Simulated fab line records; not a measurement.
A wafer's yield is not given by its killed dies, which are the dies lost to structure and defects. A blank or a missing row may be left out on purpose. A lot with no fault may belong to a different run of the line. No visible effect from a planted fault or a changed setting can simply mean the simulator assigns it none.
Chamber matching | flow n5_finfet | pecvd-02 running N5_BEOL_M3_ILD_DEP_00: 3 sister chambers
The step deposits SiOC from DEMS/O2, target thk 79 nm, time 15.3 s. 3 wafers are shown with their chamber, then 8 later ones without.

EACH WAFER AND ITS CHAMBER
wafer  | chamber | throttle_valve_pct (%)
L086.3 | 0       | 12.5
L086.6 | 2       | 11.4
L088.2 | 1       | 13.0

WAFERS WITH NO CHAMBER GIVEN
wafer  | throttle_valve_pct (%)
L088.3 | 12.7
L088.4 | 11.5
L092.4 | 11.6
L092.5 | 12.2
L092.6 | 13.2
L096.3 | 11.6
L096.4 | 12.9
L096.5 | 12.5

WHICH CHAMBER EACH ONE RAN IN
wafer  | from the rows above     | in truth
L088.3 | can't be placed: 0 or 1 | 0
L088.4 | 2                       | 2
L092.4 | 2                       | 2
L092.5 | 0                       | 0
L092.6 | 1                       | 1
L096.3 | 2                       | 2
L096.4 | can't be placed: 1 or 0 | 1
L096.5 | 0                       | 0
6 of 8 placed correctly. From these rows, 2 cannot be placed; in 2 the true chamber is one of the candidates. 0 placed wrongly.
How it was worked out, from the rows above alone: a wafer's distance from a chamber is the root of the sum, over the readings, of the square of ((its reading less the chamber's mean) divided by the reading's scatter). If the next closest chamber is less than 2 further off than the closest, the wafer can't be placed; otherwise it belongs to the closest. For every chamber, the mean is computed from those of its wafers that are shown. The scatter (one wafer shown for each chamber): square how far every hidden wafer sits from the nearest shown wafer, average those squares and take the square root.
